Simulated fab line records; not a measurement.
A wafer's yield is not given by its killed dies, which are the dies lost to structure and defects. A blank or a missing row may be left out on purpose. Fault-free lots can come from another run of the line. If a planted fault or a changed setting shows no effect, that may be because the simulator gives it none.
Matching of chambers + flow n5-finfet + N5_BEOL_M0_SAQP_DESCUM_19 on rie-diel-06: 4 sister chambers
The step chemistry O2, time 7.9 s. 4 wafers are shown with their chamber, then 12 later ones without.

## WAFERS WITH THEIR CHAMBER
| wafer  | chamber | showerhead-plenum-p-Torr (Torr) |
|--------|---------|---------------------------------|
| L090.6 | 3       | 2.13                            |
| L091.3 | 2       | 2.05                            |
| L091.4 | 0       | 2.07                            |
| L091.5 | 1       | 2.21                            |

## WAFERS WITHOUT THEIR CHAMBER
| wafer  | showerhead-plenum-p-Torr (Torr) |
|--------|---------------------------------|
| L092.1 | 2.05                            |
| L092.2 | 2.21                            |
| L092.3 | 2.13                            |
| L092.4 | 2.13                            |
| L092.5 | 2.21                            |
| L092.6 | 2.05                            |
| L095.1 | 2.13                            |
| L095.2 | 2.20                            |
| L095.6 | 2.13                            |
| L096.1 | 2.20                            |
| L096.2 | 2.13                            |
| L096.5 | 2.13                            |

## CHAMBER TAKEN BY EACH
| wafer  | from the rows above | in truth |
|--------|---------------------|----------|
| L092.1 | 2                   | 2        |
| L092.2 | 1                   | 1        |
| L092.3 | 3                   | 3        |
| L092.4 | 3                   | 3        |
| L092.5 | 1                   | 1        |
| L092.6 | 2                   | 2        |
| L095.1 | 3                   | 3        |
| L095.2 | 1                   | 1        |
| L095.6 | 3                   | 3        |
| L096.1 | 1                   | 1        |
| L096.2 | 3                   | 3        |
| L096.5 | 3                   | 3        |
12 of 12 placed correctly. Number that these rows cannot place: 0. Wrongly placed: 0.
How it was worked out, from the rows above alone: a wafer's distance from a chamber is the root of the sum, over the readings, of the square of ((its reading less the chamber's mean) divided by the reading's scatter). If the next closest chamber is less than 2 further off than the closest, the wafer can't be placed; otherwise it belongs to the closest. For every chamber, the mean is computed from those of its wafers that are shown. The scatter: root of mean squared gap, hidden wafer to nearest shown wafer, with one shown wafer a chamber.
